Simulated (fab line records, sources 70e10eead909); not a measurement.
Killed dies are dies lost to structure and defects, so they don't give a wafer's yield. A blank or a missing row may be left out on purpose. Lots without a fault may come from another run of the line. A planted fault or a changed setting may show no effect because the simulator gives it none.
fab line records | flow nand_harc | part 2 of 2: steps 32 to 42 of 42
record lots=5 wafers=15 last_day=23
route steps=1159 shown P_STI@102 P_GATE@110
lots that met no fault: from a run of the same line without faults
start_h: hours from the record's first day to the start of the lot's first wafer shown | wait_h: hours since the lot's step before | " the same as in the row above | L1.1+2: a row that stands for several wafers | - no value, or no start given | * or withheld: withheld | < > ~ a bound
route shown NAME@n: a module of which the file shows steps, and the number in the route of the first | usual: mean/standard deviation of fault-free wafers | same: alike in all rows | chamber/n: place in a boat | sites: the reading at each site | _std_site: their standard deviation | _edge_site: outer sites' mean less inner sites' | radius_mm: how far each site lies from the wafer's centre | mask NAME#n: copy n | behind: the tool/chamber that last shaped the wafer | hold: why the lot was held/for how many hours/how that ended | device: the transistor (n, p or np) that didn't switch | end of line: the same wafers' tests at the end of the route | a step without rows: its recipe alone | killed: dies lost to structure and defects at the first sort, not the wafer's yield | map: a wafer's dies, x killed, . not, _ none there
set.NAME: the setting as run; set.NAME@STEP: as run at that earlier step | model.NAME: the simulator's own value behind a step, which no gauge read
lots at some steps of the route; a table a step, a row a wafer
services: from which hour (start_h, from the record's first day; less than 0 if before it) a tool's chamber was out of use, for how many hours, and why
## steps
# step NHARC_P_GATE_DEHYDRATE_18
# recipe temp_c=150 time_s=120
# usual resist_line_temp_C=23.00/0.11
# columns lot.wafer tool chamber start_h wait_h resist_line_temp_C
L075.1 litho_track-04 0 106.81 0.2 23.15
L075.3 " 0 " " 22.96
L075.5 " 0 " " 23.02
L082.1 litho_track-01 0 131.38 0.2 23.09
L082.4 " 0 " " 22.92
L082.5 " 0 " " 22.96
L086.3 litho_track-04 0 167.89 0.2 23.01
L086.5 " 0 " " 22.95
L086.6 " 0 " " 22.90
L091.1 litho_track-04 0 188.48 0.2 23.11
L091.3 " 0 " " 23.06
L091.5 " 0 " " 22.99
L093.1 litho_track-04 0 208.17 0.2 23.05
L093.5 " 0 " " 22.95
L093.6 " 0 " " 23.00
# step NHARC_P_GATE_HMDS_19
# recipe time_s=30
# usual resist_line_temp_C=23.01/0.12
# columns lot.wafer tool chamber start_h wait_h resist_line_temp_C
L075.1 litho_track-04 0 - - 22.92
L075.3 " 0 " " 22.86
L075.5 " 0 " " 22.84
L082.1 litho_track-01 0 - - 23.11
L082.4 " 0 " " 22.96
L082.5 " 0 " " 22.90
L086.3 litho_track-04 0 - - 22.88
L086.5 " 0 " " 23.12
L086.6 " 0 " " 23.06
L091.1 litho_track-04 0 - - 22.92
L091.3 " 0 " " 22.94
L091.5 " 0 " " 23.03
L093.1 litho_track-04 0 - - 23.08
L093.5 " 0 " " 23.11
L093.6 " 0 " " 22.93
# step NHARC_P_GATE_COAT_20
# recipe spin_rpm=1500 resist_thk_nm=90
# usual dispense_pressure_kPa=51/3.3 resist_line_temp_C=23.01/0.11
# columns lot.wafer tool chamber start_h wait_h dispense_pressure_kPa resist_line_temp_C
L075.1 litho_track-04 0 - - 55 23.07
L075.3 " 0 " " 55 22.90
L075.5 " 0 " " 55 23.01
L082.1 litho_track-01 0 - - 49 22.95
L082.4 " 0 " " 49 23.00
L082.5 " 0 " " 49 23.10
L086.3 litho_track-04 0 - - 55 23.13
L086.5 " 0 " " 55 23.03
L086.6 " 0 " " 55 23.08
L091.1 litho_track-04 0 - - 55 23.11
L091.3 " 0 " " 55 23.06
L091.5 " 0 " " 55 23.06
L093.1 litho_track-04 0 - - 55 23.03
L093.5 " 0 " " 55 23.13
L093.6 " 0 " " 55 23.09
# step NHARC_P_GATE_SOFTBAKE_21
# recipe temp_c=105 time_s=55
# usual resist_line_temp_C=22.97/0.099
# columns lot.wafer tool chamber start_h wait_h resist_line_temp_C
L075.1 litho_track-04 0 - - 22.96
L075.3 " 0 " " 23.01
L075.5 " 0 " " 22.89
L082.1 litho_track-01 0 - - 22.88
L082.4 " 0 " " 22.96
L082.5 " 0 " " 22.94
L086.3 litho_track-04 0 - - 23.16
L086.5 " 0 " " 23.15
L086.6 " 0 " " 23.01
L091.1 litho_track-04 0 - - 23.02
L091.3 " 0 " " 22.94
L091.5 " 0 " " 22.99
L093.1 litho_track-04 0 - - 22.93
L093.5 " 0 " " 22.88
L093.6 " 0 " " 22.94
# step NHARC_P_GATE_EBR_22
# usual resist_line_temp_C=22.99/0.099
# columns lot.wafer tool chamber start_h wait_h resist_line_temp_C
L075.1 litho_track-04 0 - - 22.92
L075.3 " 0 " " 22.94
L075.5 " 0 " " 22.97
L082.1 litho_track-01 0 - - 22.93
L082.4 " 0 " " 23.10
L082.5 " 0 " " 23.00
L086.3 litho_track-04 0 - - 22.98
L086.5 " 0 " " 22.91
L086.6 " 0 " " 22.81
L091.1 litho_track-04 0 - - 23.00
L091.3 " 0 " " 23.01
L091.5 " 0 " " 23.17
L093.1 litho_track-04 0 - - 23.06
L093.5 " 0 " " 22.91
L093.6 " 0 " " 22.98
# step NHARC_P_GATE_EXPOSE_23
# recipe na=1.35 target_cd_nm=120 dose_mj=93.91 mask_id=P_GATE
# columns lot.wafer tool chamber start_h wait_h mask
L075.1+3+5 arfi_scanner-02 0 107.08 - P_GATE#0
L082.1+4+5 arfi_scanner-01 0 131.52 - P_GATE#0
L086.3+5+6 arfi_scanner-03 0 168.16 - P_GATE#0
L091.1+3+5 arfi_scanner-02 0 188.81 - P_GATE#0
L093.1+5+6 arfi_scanner-02 0 208.32 - P_GATE#0
# step NHARC_P_GATE_PEB_24
# recipe peb_temp_c=100 peb_time_s=65
# usual resist_line_temp_C=22.99/0.1
# columns lot.wafer tool chamber start_h wait_h resist_line_temp_C
L075.1 litho_track-06 0 107.14 0.1 22.94
L075.3 " 0 " " 22.88
L075.5 " 0 " " 22.93
L082.1 litho_track-06 0 131.58 0.1 23.17
L082.4 " 0 " " 23.09
L082.5 " 0 " " 23.11
L086.3 litho_track-06 0 168.21 0.0 23.19
L086.5 " 0 " " 22.94
L086.6 " 0 " " 23.09
L091.1 litho_track-06 0 188.87 0.1 23.04
L091.3 " 0 " " 23.02
L091.5 " 0 " " 23.11
L093.1 litho_track-01 0 208.38 0.1 23.03
L093.5 " 0 " " 23.07
L093.6 " 0 " " 22.93
# step NHARC_P_GATE_DEVELOP_25
# recipe develop_time_s=35 dev_temp_c=23
# usual resist_line_temp_C=23.01/0.11
# columns lot.wafer tool chamber start_h wait_h resist_line_temp_C
L075.1 litho_track-06 0 - - 23.16
L075.3 " 0 " " 23.30
L075.5 " 0 " " 23.04
L082.1 litho_track-06 0 - - 23.01
L082.4 " 0 " " 22.92
L082.5 " 0 " " 22.87
L086.3 litho_track-06 0 - - 22.77
L086.5 " 0 " " 22.78
L086.6 " 0 " " 22.87
L091.1 litho_track-06 0 - - 23.17
L091.3 " 0 " " 23.07
L091.5 " 0 " " 23.38
L093.1 litho_track-01 0 - - 22.90
L093.5 " 0 " " 22.87
L093.6 " 0 " " 23.00
# step NHARC_P_GATE_CD_MEAS_26
# recipe target_cd_nm=120 landing_energy_ev=500
# usual cd_nm=120.1/0.49
# columns lot.wafer tool chamber start_h wait_h cd_nm
L075.1 cd_sem-02 0 107.22 - 119.7
L075.3 " 0 " " 120.1
L075.5 " 0 " " 119.7
L082.1 cd_sem-02 0 131.66 - 119.7
L082.4 " 0 " " 119.5
L082.5 " 0 " " 119.6
L086.3 cd_sem-02 0 168.30 - 121.0
L086.5 " 0 " " 120.1
L086.6 " 0 " " 119.9
L091.1 cd_sem-01 0 188.95 - 119.0
L091.3 " 0 " " 119.8
L091.5 " 0 " " 119.3
L093.1 cd_sem-03 0 208.46 - 120.1
L093.5 " 0 " " 119.4
L093.6 " 0 " " 119.8
# step NHARC_P_GATE_OVL_MEAS_27
# usual overlay_x_nm=0.0/0.78 overlay_y_nm=-0.2/0.85
# columns lot.wafer tool chamber start_h wait_h overlay_x_nm overlay_y_nm
L075.1 overlay-02 - 107.31 - 0.2 0.3
L075.3 " - " " 0.9 0.5
L075.5 " - " " 0.3 0.1
L082.1 overlay-02 - 131.74 - 0.3 -0.3
L082.4 " - " " 0.3 -0.1
L082.5 " - " " -0.2 -0.6
L086.3 overlay-01 - 168.39 - 0.0 -1.5
L086.5 " - " " -0.4 -0.9
L086.6 " - " " 0.1 -1.3
L091.1 overlay-01 - 189.04 - 0.4 1.7
L091.3 " - " " 0.4 0.9
L091.5 " - " " 1.0 1.2
L093.1 overlay-02 - 208.54 - 0.3 0.6
L093.5 " - " " 0.0 1.0
L093.6 " - " " 0.3 0.7
# step NHARC_P_GATE_INSPECT_28
# usual raw_defect_count=6/3.2
# columns lot.wafer tool chamber start_h wait_h raw_defect_count
L075.1 defect_inspect-02 - 107.34 0.0 6
L075.3 " - " " 8
L075.5 " - " " 7
L082.1 defect_inspect-02 - 131.78 0.0 14
L082.4 " - " " 9
L082.5 " - " " 3
L086.3 defect_inspect-01 - 168.43 0.0 11
L086.5 " - " " 5
L086.6 " - " " 4
L091.1 defect_inspect-01 - 189.08 0.0 9
L091.3 " - " " 8
L091.5 " - " " 7
L093.1 defect_inspect-01 - 208.58 0.0 5
L093.5 " - " " 2
L093.6 " - " " 9
## services
# columns tool chamber start_h hours kind
rie_diel-07 - 51.20 9.0 pm
rie_diel-07 2 75.86 10.1 repair
arfi_scanner-02 - 84.00 4.0 pm
litho_track-01 - 93.00 7.0 pm
rie_diel-07 - 93.10 0.1 repair
wet_bench-07 - 96.00 8.0 pm
furnace-06 - 105.01 1.0 repair
rie_diel-07 3 108.64 10.0 repair
rie_diel-07 2 112.09 6.9 repair
acl_dep-01 - 112.46 13.0 pm
wet_bench-09 - 112.80 8.0 pm
wet_bench-06 - 113.71 1.0 repair
litho_track-06 - 117.00 7.0 pm
wet_bench-06 - 129.60 8.0 pm
rie_diel-07 2 136.51 10.7 repair
litho_track-04 - 141.00 7.0 pm
pecvd-02 - 153.28 13.0 pm
wet_bench-04 - 163.20 8.0 pm
litho_track-02 - 165.00 7.0 pm
rie_diel-07 3 168.76 12.6 repair
wet_bench-02 - 180.00 8.0 pm
rie_diel-07 1 187.53 10.0 repair
litho_track-07 - 189.01 7.0 pm
furnace-06 - 198.00 26.0 pm
